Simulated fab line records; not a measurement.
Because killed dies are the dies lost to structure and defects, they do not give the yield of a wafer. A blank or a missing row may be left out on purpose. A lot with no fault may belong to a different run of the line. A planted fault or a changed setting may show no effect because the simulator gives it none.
Split-lot study | flow n5-finfet | 21 wafers read from 7 lots, route of 1938 steps

## THE SPLIT
At N5_BEOL_M2_TRENCH_ETCH_37 (etches SiOC in C4F6/O2, target depth 55.555 nm, time 29.2 s), the setting time-s was moved away from the recipe's 29.2 s on 8 of the 21 wafers read, by -13.1% to +22.1%. All remaining wafers had this setting at the recipe value.

## FROM THE SPLIT TO THE READING: what the file shows between them, 8 steps
- N5_BEOL_M2_ETCH_41: etches SiCN in CH3F/O2, target depth 29.9 nm, time 52.5 s
- N5_BEOL_M2_STRIP_97: strips in N2/H2, time 10 s
- N5_BEOL_M2_OCD_MEAS_38
- N5_BEOL_M2_HM_STRIP_39: strips TiN in peroxide tin strip, target depth 25 nm, time 158 s
- N5_BEOL_M2_SRD_40: time 30 s
- N5_BEOL_M2_ECD_50: material Cu, target thk 300 nm
- N5_BEOL_M2_ANNEAL_51: time 90 s
- N5_BEOL_M2_CMP_52: polishes, stops on SiOC, t overpolish 6.8 s, target thk 40 nm

## THE READING
M2_THK, in nm, at N5_BEOL_M2_THK_MEAS_53 (measures by xrf). Fault-free wafers of this fab line usually give 40.2 nm, standard deviation 1.2 nm.

wafer  | tool, chamber at the split | time-s as run, s | against the recipe | M2_THK, nm | against lot-mates on the recipe
L077.2 | rie-diel-02, 3             | 29.2             | recipe             | 40.5       | -
L077.4 | rie-diel-02, 2             | 29.2             | recipe             | 39.7       | -
L077.6 | rie-diel-02, 0             | 25.37            | -13.1%             | 30.8       | -9.3
L079.1 | rie-diel-02, 1             | 35.65            | +22.1%             | 52.7       | +13.1
L079.3 | rie-diel-02, 3             | 35.65            | +22.1%             | 52.7       | +13.1
L079.6 | rie-diel-02, 1             | 29.2             | recipe             | 39.6       | -
L081.4 | rie-diel-06, 3             | 34.69            | +18.8%             | 49.3       | no lot-mate on the recipe
L081.5 | rie-diel-06, 2             | 34.69            | +18.8%             | 51.2       | no lot-mate on the recipe
L081.6 | rie-diel-06, 1             | 34.69            | +18.8%             | 50.7       | no lot-mate on the recipe
L083.2 | rie-diel-06, 2             | 29.2             | recipe             | 39.0       | -
L083.3 | rie-diel-06, 1             | 29.2             | recipe             | 38.8       | -
L083.6 | rie-diel-06, 0             | 29.2             | recipe             | 40.3       | -
L086.1 | rie-diel-02, 3             | 29.2             | recipe             | 40.6       | -
L086.4 | rie-diel-02, 1             | 29.2             | recipe             | 42.6       | -
L086.6 | rie-diel-02, 0             | 26.21            | -10.2%             | 37.3       | -4.3
L088.1 | rie-diel-05, 1             | 29.2             | recipe             | 40.6       | -
L088.3 | rie-diel-05, 0             | 29.2             | recipe             | 40.1       | -
L088.6 | rie-diel-05, 2             | 29.2             | recipe             | 38.5       | -
L092.2 | rie-diel-02, 3             | 34.67            | +18.7%             | 48.5       | +8.2
L092.4 | rie-diel-02, 0             | 29.2             | recipe             | 40.6       | -
L092.5 | rie-diel-02, 0             | 29.2             | recipe             | 39.9       | -

FIT RESULTS
A straight line over all 21 wafers: M2_THK changes by +0.543 nm for each +1% of time-s; r = +0.98; the points scatter about the line by 1.3 nm.
The same after taking each lot's own level away (the mean of its wafers on the recipe; 18 wafers): +0.563 nm for each +1%; r = +0.98; scatter 1.1 nm.
Per that fit: largest time-s move, reading shift of 12 nm.
Measured against the standard deviation above, the lots' own levels, which go from 39.37 to 41.60 nm, span 1.9 times it.
The two slopes agree, so the slope changes little with the lot-to-lot level.
Check: for one of the wafers moved furthest among these (+22.1%), held out of the fit, the line's prediction against its lot-mates is +12 nm. It came out at +13.1 nm against them.

## THE WHOLE CHAIN: every reading that the file lists as answering this split, in the file's order
step                      | what it does                                                  | reading                                                                      | change (the file's fit)               | r (the file's)
N5_BEOL_M2_TRENCH_ETCH_37 | etches SiOC in C4F6/O2, target depth 55.555 nm, time 29.2 s   | etch.depth-nm (the simulator's own value, which no gauge read)               | +0.552 nm for each +1% of the setting | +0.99
N5_BEOL_M2_TRENCH_ETCH_37 | etches SiOC in C4F6/O2, target depth 55.555 nm, time 29.2 s   | BEOL_M2.feature-depth-nm (the simulator's own value, which no gauge read)    | +0.554 nm for each +1% of the setting | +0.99
N5_BEOL_M2_OCD_MEAS_38    |                                                               | trench-depth-nm                                                              | +0.556 nm for each +1% of the setting | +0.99
N5_BEOL_M2_CMP_52         | polishes, stops on SiOC, t overpolish 6.8 s, target thk 40 nm | Cu_of_BEOL_M2_ECD_50.thk-nm (the simulator's own value, which no gauge read) | +0.547 nm for each +1% of the setting | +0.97
N5_BEOL_M2_THK_MEAS_53    | measures by xrf                                               | M2_THK                                                                       | +0.545 for each +1% of the setting    | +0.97

## THE FILE'S OWN FIT
M2_THK changes by +0.545 nm for each +1% of time-s, r = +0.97.
